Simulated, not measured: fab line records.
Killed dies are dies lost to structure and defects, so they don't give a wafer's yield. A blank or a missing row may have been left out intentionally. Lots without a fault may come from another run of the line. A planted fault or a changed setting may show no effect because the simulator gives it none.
fab line records	flow n5_finfet
record lots=9	wafers=27	last_day=20
route steps=1938 shown FIN_SAQP@132 BEOL_M4@1111
lots that met no fault: taken from a fault-free run of the same line
start_h: the number of hours between the record's first day and the start of the first shown wafer of the lot	wait_h: how many hours have passed since the lot's step before this one	" as in the row above	L1.1+2: one row covering several wafers at once	- either no value or no given start	* or withheld: withheld	< > ~ a bound
route shown NAME@n: names a module that has steps shown in the file, with the first one's number in the route	usual: average and standard deviation across the fault-free wafers	same: alike in all rows	chamber/n: place in a boat	sites: the reading at each site	_std_site: how widely they spread, as a standard deviation	_edge_site: mean of outer sites minus mean of inner sites	radius_mm: how far each site lies from the wafer's centre	mask NAME#n: copy n	behind: the last tool/chamber to shape the wafer	hold: cause of the lot's hold/its duration in hours/its outcome	device: names the non-switching transistor (n, p or np)	end of line: at the end of the route, the tests of the same wafers	a step with no rows: only its recipe	killed: the dies lost at the first sort to structure and to defects; this is not the yield of the wafer	map: shows each die of a wafer: x if killed, . if not, _ if none is there
set.NAME: the setting as run; set.NAME@STEP: as run at that earlier step	model.NAME: the simulator's own value behind a step, which no gauge read
one table for each step of the route and one row for each wafer, over a sample of lots
services: a tool's chamber out of use, with start hour (start_h, from the record's first day; less than 0 if before it), hours out, and reason
## steps
# step N5_FIN_SAQP_RECESS_63
# recipe chemistry=HF/NH3	target=SiO2	target_depth_a=180	afs_cycles=3	temp_c=30	sublimation_temp_c=180	sublimation_time_s=60
# usual drypump_motor_current_A=5.9/0.59	foreline_p_Torr=0.1280/0.00038
# same sublimation_time_s=60
lot.wafer	tool	chamber	start_h	wait_h	drypump_motor_current_A	foreline_p_Torr
L644.1	vapor_etch-02	0	24.19	0.1	4.8	0.1282
L644.3	"	1	"	"	6.0	0.1284
L644.5	"	1	"	"	6.1	0.1284
L645.1	vapor_etch-01	0	30.12	0.1	6.1	0.1281
L645.5	"	0	"	"	6.1	0.1279
L645.6	"	1	"	"	6.4	0.1273
L648.2	vapor_etch-01	1	49.38	0.1	6.3	0.1281
L648.3	"	0	"	"	6.1	0.1278
L648.6	"	0	"	"	6.1	0.1277
L651.4	vapor_etch-02	1	72.85	0.2	6.0	0.1285
L651.5	"	1	"	"	6.1	0.1278
L651.6	"	0	"	"	4.8	0.1274
L659.2	vapor_etch-02	0	113.89	0.1	4.8	0.1285
L659.3	"	1	"	"	6.1	0.1276
L659.5	"	1	"	"	6.1	0.1290
L660.1	vapor_etch-01	0	121.44	0.1	6.1	0.1276
L660.4	"	0	"	"	6.1	0.1283
L660.6	"	1	"	"	6.3	0.1279
L663.1	vapor_etch-01	1	140.91	0.1	6.4	0.1277
L663.2	"	0	"	"	6.1	0.1282
L663.4	"	1	"	"	6.4	0.1279
L665.2	vapor_etch-01	0	150.52	0.1	6.1	0.1283
L665.5	"	0	"	"	6.1	0.1283
L665.6	"	1	"	"	6.3	0.1283
L666.1	vapor_etch-02	0	157.43	0.1	4.8	0.1282
L666.2	"	1	"	"	6.1	0.1280
L666.4	"	1	"	"	6.0	0.1286
# step N5_FIN_SAQP_HM_CD_35
# recipe target_cd_nm=8	polarity=line
# usual cd_nm=8.09/0.2
lot.wafer	tool	chamber	start_h	wait_h	cd_nm
L644.1	cd_sem-02	-	25.92	0.1	8.16
L644.3	"	-	"	"	8.06
L644.5	"	-	"	"	8.52
L645.1	cd_sem-03	-	31.70	0.1	8.13
L645.5	"	-	"	"	8.22
L645.6	"	-	"	"	8.32
L648.2	cd_sem-01	-	50.93	0.1	7.88
L648.3	"	-	"	"	7.85
L648.6	"	-	"	"	7.82
L651.4	cd_sem-01	-	75.12	0.1	8.05
L651.5	"	-	"	"	7.98
L651.6	"	-	"	"	8.43
L659.2	cd_sem-03	-	115.44	0.1	8.32
L659.3	"	-	"	"	7.85
L659.5	"	-	"	"	7.84
L660.1	cd_sem-01	-	124.01	0.1	8.15
L660.4	"	-	"	"	7.86
L660.6	"	-	"	"	8.09
L663.1	cd_sem-02	-	142.45	0.1	8.34
L663.2	"	-	"	"	8.27
L663.4	"	-	"	"	8.10
L665.2	cd_sem-02	-	152.12	0.1	7.71
L665.5	"	-	"	"	8.12
L665.6	"	-	"	"	8.38
L666.1	cd_sem-02	-	159.04	0.1	8.02
L666.2	"	-	"	"	8.19
L666.4	"	-	"	"	8.12
# step N5_FIN_SAQP_ETCH_64
# recipe chemistry=CF4	target=SiO2	target_depth_a=15	ion_energy_ev=350	pressure_mtorr=10	icp_w=800	bias_w=400	cf4_flow_sccm=80
# usual drypump_motor_current_A=5.7/0.42	oes_product_au=1.002/0.019	rf_fwd_power_W=785/3.7	throttle_valve_pct=21.67/0.15
lot.wafer	tool	chamber	start_h	wait_h	drypump_motor_current_A	oes_product_au	rf_fwd_power_W	rf_hours_counter_h	throttle_valve_pct
L644.1	rie_si-06	2	25.96	0.0	5.0	1.010	782	63	21.63
L644.3	"	1	"	"	6.0	1.041	780	65	21.73
L644.5	"	1	"	"	6.0	1.029	785	-	21.76
L645.1	rie_si-06	3	31.74	0.0	5.8	1.001	788	20	21.62
L645.5	"	2	"	"	5.0	1.010	784	-	21.65
L645.6	"	3	"	"	5.8	1.004	789	-	21.63
L648.2	rie_si-04	0	50.97	0.0	5.7	0.985	781	43	21.70
L648.3	"	3	"	"	5.7	0.995	783	189	21.61
L648.6	"	0	"	"	5.7	0.977	782	-	21.71
L651.4	rie_si-04	3	75.16	0.0	5.7	0.996	781	190	21.60
L651.5	"	3	"	"	5.7	0.994	783	-	21.60
L651.6	"	2	"	"	5.9	0.980	790	-	21.38
L659.2	rie_si-04	3	115.48	0.0	5.7	0.978	782	190	21.60
L659.3	"	1	"	"	5.3	1.034	787	84	21.57
L659.5	"	3	"	"	5.7	0.989	783	-	21.61
L660.1	rie_si-04	3	124.06	0.0	5.7	0.992	784	191	21.61
L660.4	"	0	"	"	5.7	0.979	780	44	21.74
L660.6	"	0	"	"	5.7	0.965	782	-	21.73
L663.1	rie_si-05	0	142.50	0.0	5.5	0.977	780	4	21.49
L663.2	"	2	"	"	5.2	1.018	783	124	21.72
L663.4	"	1	"	"	6.5	1.005	788	129	21.67
L665.2	rie_si-06	0	152.17	0.0	6.3	0.993	788	16	21.89
L665.5	"	2	"	"	5.0	1.017	780	-	21.65
L665.6	"	1	"	"	6.0	1.026	782	-	21.75
L666.1	rie_si-05	3	159.09	0.0	5.8	1.011	781	147	21.98
L666.2	"	0	"	"	5.5	0.981	784	4	21.49
L666.4	"	1	"	"	6.5	1.011	789	130	21.67
# step N5_FIN_SAQP_FIN_ETCH_36
# recipe chemistry=HBr/Cl2/O2	target_depth_a=1200	mask_material=SiNx	time_s=50.4	bias_w=102	pressure_mtorr=10	icp_w=800	HBr_flow_sccm=150	Cl2_flow_sccm=80	O2_flow_sccm=12
# usual drypump_motor_current_A=5.7/0.42	oes_o_777_au=1.01/0.036	oes_product_au=1.002/0.019	rf_fwd_power_W=796.4/2.6	throttle_valve_pct=35.92/0.19
lot.wafer	tool	chamber	start_h	wait_h	drypump_motor_current_A	oes_o_777_au	oes_product_au	rf_fwd_power_W	rf_hours_counter_h	throttle_valve_pct
L644.1	rie_si-06	2	25.98	0.0	5.0	1.00	1.007	796.1	63	35.92
L644.3	"	1	"	"	6.0	1.06	1.024	796.1	65	35.95
L644.5	"	1	"	"	6.0	1.06	1.010	792.7	-	35.96
L645.1	rie_si-06	3	31.76	0.0	5.9	1.02	0.987	792.6	20	35.95
L645.5	"	2	"	"	5.0	1.01	1.021	795.2	-	35.90
L645.6	"	3	"	"	5.9	1.01	0.984	788.9	-	35.98
L648.2	rie_si-04	0	50.99	0.0	5.7	0.94	0.980	801.5	43	35.96
L648.3	"	3	"	"	5.7	0.97	1.001	792.8	189	35.86
L648.6	"	0	"	"	5.7	0.95	0.986	801.4	-	35.93
L651.4	rie_si-04	3	75.18	0.0	5.7	0.96	0.985	796.4	190	35.87
L651.5	"	3	"	"	5.7	0.96	0.988	791.5	-	35.86
L651.6	"	2	"	"	5.9	0.98	0.970	797.6	-	35.71
L659.2	rie_si-04	3	115.50	0.0	5.7	0.51	0.898	605.1	190	36.02
L659.3	"	1	"	"	5.3	0.59	0.936	604.1	84	36.04
L659.5	"	3	"	"	5.7	0.52	0.899	604.6	-	36.02
L660.1	rie_si-04	3	124.08	0.0	5.7	0.51	0.911	603.4	191	35.99
L660.4	"	0	"	"	5.7	0.50	0.899	605.5	44	36.08
L660.6	"	0	"	"	5.7	0.51	0.894	603.6	-	36.08
L663.1	rie_si-05	0	142.52	0.0	5.5	0.99	0.999	797.5	4	35.54
L663.2	"	2	"	"	5.2	1.04	1.016	794.1	124	35.92
L663.4	"	1	"	"	6.5	1.00	1.005	797.2	129	35.92
L665.2	rie_si-06	0	152.19	0.0	6.3	0.99	1.003	800.0	16	36.29
L665.5	"	2	"	"	5.0	1.00	1.022	799.0	-	35.90
L665.6	"	1	"	"	6.0	1.07	1.032	793.6	-	35.92
L666.1	rie_si-05	3	159.11	0.0	5.8	1.04	1.009	795.8	147	36.24
L666.2	"	0	"	"	5.5	0.98	0.998	799.2	4	35.52
L666.4	"	1	"	"	6.5	1.00	1.010	791.4	130	35.91
# step N5_FIN_SAQP_OCD_MEAS_76
# usual trench_depth_nm=119.6/1.3
lot.wafer	tool	chamber	start_h	wait_h	trench_depth_nm
L644.1	ocd-01	-	26.24	0.0	119.8
L644.3	"	-	"	"	119.3
L644.5	"	-	"	"	118.7
L645.1	ocd-02	-	32.02	0.0	119.0
L645.5	"	-	"	"	120.6
L645.6	"	-	"	"	119.3
L648.2	ocd-02	-	51.22	0.0	118.4
L648.3	"	-	"	"	118.8
L648.6	"	-	"	"	119.4
L651.4	ocd-02	-	75.40	0.0	117.9
L651.5	"	-	"	"	118.4
L651.6	"	-	"	"	119.1
L659.2	ocd-02	-	115.73	0.0	103.7
L659.3	"	-	"	"	105.5
L659.5	"	-	"	"	103.5
L660.1	ocd-01	-	124.30	0.0	105.4
L660.4	"	-	"	"	104.4
L660.6	"	-	"	"	104.0
L663.1	ocd-02	-	142.74	0.0	119.6
L663.2	"	-	"	"	119.9
L663.4	"	-	"	"	120.0
L665.2	ocd-02	-	152.41	0.0	119.7
L665.5	"	-	"	"	121.3
L665.6	"	-	"	"	120.6
L666.1	ocd-01	-	159.34	0.0	119.0
L666.2	"	-	"	"	119.7
L666.4	"	-	"	"	122.4
# step N5_BEOL_M4_RC_MEAS_101
# usual DIBL_N=36.6/1.1	DIBL_P=36.7/1.5	IOFF_N=0.155/0.019	IOFF_P=0.208/0.025	ION_N=673/8.5	ION_P=462/5.9	SS_N=71.6/0.58	SS_P=73.5/0.51	VT_N=250.7/2.4	VT_P=-251/3
lot.wafer	tool	chamber	start_h	wait_h	DIBL_N[mV/V]	DIBL_P[mV/V]	IOFF_N[nA/um]	IOFF_P[nA/um]	ION_N[uA/um]	ION_P[uA/um]	SS_N[mV/dec]	SS_P[mV/dec]	VT_N[mV]	VT_P[mV]
L645.1	prober-01	0	208.01	0.0	37.5	39.1	0.192	0.226	680	463	71.9	73.8	248.0	-252
L645.5	"	0	"	"	35.9	37.5	0.160	0.197	668	456	72.6	73.5	251.8	-254
L645.6	"	0	"	"	38.6	39.9	0.207	0.241	680	462	72.0	74.5	244.1	-252
L644.1	prober-02	0	233.55	0.0	36.8	35.9	0.146	0.228	660	468	71.4	73.2	254.4	-246
L644.3	"	0	"	"	37.3	36.5	0.154	0.235	669	467	71.2	73.5	251.4	-244
L644.5	"	0	"	"	36.5	35.9	0.142	0.226	662	464	71.4	74.0	251.8	-246
L648.2	prober-01	0	252.76	0.2	37.5	37.8	0.163	0.208	669	462	71.1	73.7	251.8	-253
L648.3	"	0	"	"	34.9	34.6	0.125	0.157	662	453	70.4	73.3	253.7	-252
L648.6	"	0	"	"	37.0	36.5	0.152	0.190	674	462	70.5	73.4	250.9	-251
L651.4	prober-01	0	276.12	0.5	38.0	37.6	0.171	0.246	662	462	71.5	73.6	251.7	-245
L651.5	"	0	"	"	36.2	37.0	0.148	0.239	671	469	71.7	73.6	249.9	-246
L651.6	"	0	"	"	38.2	38.8	0.170	0.265	665	467	71.8	73.6	247.1	-246
L659.2	prober-01	0	315.91	0.2	35.8	37.0	0.170	0.212	673	460	72.1	73.9	247.9	-249
L659.3	"	0	"	"	34.9	36.9	0.156	0.207	677	461	71.1	73.4	249.2	-251
L659.5	"	0	"	"	35.9	37.7	0.177	0.231	680	466	71.7	74.0	248.5	-248
L663.1	prober-01	0	320.36	0.0	37.6	37.0	0.159	0.202	665	456	71.7	73.6	250.7	-251
L663.2	"	0	"	"	35.8	35.7	0.132	0.175	674	458	71.4	73.3	252.7	-255
L663.4	"	0	"	"	37.0	36.6	0.149	0.185	665	455	71.3	73.8	250.0	-254
L660.1	prober-02	0	322.18	0.0	38.4	38.2	0.163	0.200	674	458	72.1	73.7	250.2	-251
L660.4	"	0	"	"	37.0	36.9	0.141	0.182	671	463	72.5	72.9	254.1	-253
L660.6	"	0	"	"	36.2	36.3	0.135	0.180	676	460	71.4	72.7	250.6	-253
L665.2	prober-01	0	362.67	0.2	36.5	36.6	0.150	0.218	675	464	71.7	73.4	251.7	-249
L665.5	"	0	"	"	37.8	37.9	0.170	0.245	677	469	71.5	74.2	252.2	-247
L665.6	"	0	"	"	35.7	35.1	0.131	0.200	675	471	71.2	73.5	253.5	-248
L666.1	prober-02	0	372.04	0.0	36.7	37.5	0.168	0.178	679	450	72.5	73.2	250.9	-256
L666.2	"	0	"	"	36.7	37.0	0.166	0.170	671	443	71.5	72.9	251.7	-255
L666.4	"	0	"	"	36.0	36.0	0.152	0.169	658	443	71.6	73.0	250.1	-256
## services
tool	chamber	start_h	hours	kind
vapor_etch-01	-	23.73	1.0	repair
rie_si-06	1	48.55	2.7	repair
rie_si-06	0	83.78	8.4	repair
rie_si-05	1	99.73	1.3	repair
rie_si-04	0	136.53	12.0	repair
## key
first_sign step=N5_FIN_SAQP_FIN_ETCH_36	reading=rf_fwd_power_W	direction=down	sigmas=73	usual=*	struck=*
effect step=N5_FIN_SAQP_FIN_ETCH_36	reading=oes_o_777_au	direction=down	sigmas=13	usual=1.01	struck=0.52
effect step=N5_FIN_SAQP_OCD_MEAS_76	reading=trench_depth_nm	direction=down	sigmas=12	usual=119.6	struck=104.4
met_at N5_FIN_SAQP_FIN_ETCH_36
struck_lots L659,L660
not_acting_at N5_FIN_SAQP_RECESS_63,N5_FIN_SAQP_HM_CD_35,N5_FIN_SAQP_ETCH_64
onset_between 75.18 115.50
fault kind=process_parameter_drift	tool=rie_si-04	chamber=-	onset_h=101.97	steps=N5_FIN_SAQP_FIN_ETCH_36	channel=icp_w	offset=-192	shape=step	end_h=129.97	acts_in=these_recipes_only	stated=800
